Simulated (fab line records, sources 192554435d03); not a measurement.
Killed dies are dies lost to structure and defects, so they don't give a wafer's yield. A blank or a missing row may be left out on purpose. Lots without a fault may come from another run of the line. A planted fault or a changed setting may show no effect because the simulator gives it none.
Problem report in the 8D (eight disciplines) form, filled by code | flow n5_finfet | the parts of the form that need people (team, actions taken, sign-off) are left out

1. THE PROBLEM
oes_product_au at N5_FIN_SAQP_ETCH_64 reads a mean of 1.220 a.u. on 1 wafer of 1 lot; wafers without a fault read 1.001 a.u. with a standard deviation of 0.015. That is +15 standard deviations from the usual mean.
The step: etches SiO2 in CF4, target depth 1.5 nm.
First seen on wafer L187.1, day 4 10:26, on rie_si-05. The record holds 14 wafers of 5 lots with a number at this step. Rule for "out", or "out of limits": more than 4 standard deviations from the usual mean. The other wafers with a number count as sound.

2. WHAT IT IS AND WHAT IT IS NOT
question                    | is               | is not
which readings at this step | oes_product_au   | drypump_motor_current_A
which lots                  | L187             | L179, L183, L184, L198
which wafers of those lots  | L187.1           | L187.2
read on which tools         | rie_si-05        | rie_si-02, rie_si-03
when                        | from day 4 10:26 | up to then (10 sound wafers); but 3 sound wafers of L198 came after

3. SUSPECTS, AND WHAT RULES EACH OUT
Counting: a tool at a process step up to the reading stays a suspect if it ran every lot that is out. Sound lots after the first of them don't rule it out here, since some wafers of a struck lot are sound.
- rie_diel-03 at N5_FIN_SAQP_STRIP_70 (strips in N2/H2): kept. It ran the lot that is out, L187 (day 4 09:15); its last sound lot up to then is L179 (day 2 07:17).
- ald_sin-04 at N5_FIN_SAQP_SPACER2_ALD_28 (deposits SiO2, target thk 8.1 nm, pulse time 1 s, purge time 2 s): kept. It ran the lot that is out, L187 (day 4 09:28); its last sound lot up to then is L179 (day 2 07:37).
- rie_diel-03 at N5_FIN_SAQP_SPACER2_ETCHBACK_29 (etches SiO2 in CHF3/O2, target depth 12.2 nm, time 6.1 s): kept. It ran the lot that is out, L187 (day 4 09:47); its last sound lot up to then is L179 (day 2 07:57).
- rie_diel-05 at N5_FIN_SAQP_ETCH_34 (etches SiO2 in C4F6/O2, target depth 45 nm, time 15 s): kept. It ran the lot that is out, L187 (day 4 10:14); its last sound lot up to then is L183 (day 3 08:14).
- rie_diel-05 at N5_FIN_SAQP_STRIP_77 (strips in N2/H2, time 90 s): kept. It ran the lot that is out, L187 (day 4 10:15); its last sound lot up to then is L183 (day 3 08:15).
- cd_sem-03 at N5_FIN_SAQP_HM_CD_35 (target cd 8 nm): kept. It ran the lot that is out, L187 (day 4 10:23).
- rie_si-05 at N5_FIN_SAQP_ETCH_64 (etches SiO2 in CF4, target depth 1.5 nm): kept. It ran the lot that is out, L187 (day 4 10:26); its last sound lot up to then is L183 (day 3 08:25). Its own readings are out on those wafers: oes_product_au.
- Within rie_diel-03 at N5_FIN_SAQP_STRIP_70: the wafers that are out ran in chamber 2; their sound lot-mates ran in chamber 0.
- Within ald_sin-04 at N5_FIN_SAQP_SPACER2_ALD_28: the wafers that are out ran in chamber 1; their sound lot-mates ran in chamber 0.
- Within rie_diel-03 at N5_FIN_SAQP_SPACER2_ETCHBACK_29: the wafers that are out ran in chamber 0; their sound lot-mates ran in chamber 2.
- Within rie_diel-05 at N5_FIN_SAQP_ETCH_34: the wafers that are out ran in chamber 3; their sound lot-mates ran in chamber 0.
- Within rie_diel-05 at N5_FIN_SAQP_STRIP_77: the wafers that are out ran in chamber 3; their sound lot-mates ran in chamber 0.
- Within rie_si-05 at N5_FIN_SAQP_ETCH_64: the wafers that are out ran in chamber 0; their sound lot-mates ran in chamber 1.
Left after counting: rie_diel-03 at N5_FIN_SAQP_STRIP_70, ald_sin-04 at N5_FIN_SAQP_SPACER2_ALD_28, rie_diel-03 at N5_FIN_SAQP_SPACER2_ETCHBACK_29, rie_diel-05 at N5_FIN_SAQP_ETCH_34, rie_diel-05 at N5_FIN_SAQP_STRIP_77, cd_sem-03 at N5_FIN_SAQP_HM_CD_35, rie_si-05 at N5_FIN_SAQP_ETCH_64.

4. THE CAUSE (what the simulator had put in)
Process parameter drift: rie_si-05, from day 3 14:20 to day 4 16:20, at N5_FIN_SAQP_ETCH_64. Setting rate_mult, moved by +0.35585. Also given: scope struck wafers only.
Counting left 7 suspects, and this tool is among them.

5. THE CHAIN OF EFFECTS, in route order
Each row: a reading whose mean over the struck wafers that have a number lies more than 3 standard deviations from the usual. Only readings for which the record gives a usual standard deviation are gone through. hours: the time from each lot's start at the first step in this table that gives one to its start at this step, as a median over the lots. sigmas: the change in usual standard deviations.
hours | step                | reading        | usual      | on struck wafers | change | sigmas
0     | N5_FIN_SAQP_ETCH_64 | oes_product_au | 1.001 a.u. | 1.220            | +0.219 | +15
The process steps in it:
- N5_FIN_SAQP_ETCH_64: etches SiO2 in CF4, target depth 1.5 nm.
Later measuring or inspecting steps at which every struck wafer that the step has a row for has a number for every such reading, and none has moved that far: N5_BEOL_M4_RC_MEAS_101.

6. WHAT WOULD HAVE CAUGHT IT SOONER
In this record the first reading out of limits was taken at day 4 10:26, 20 hours after the fault began at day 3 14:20.
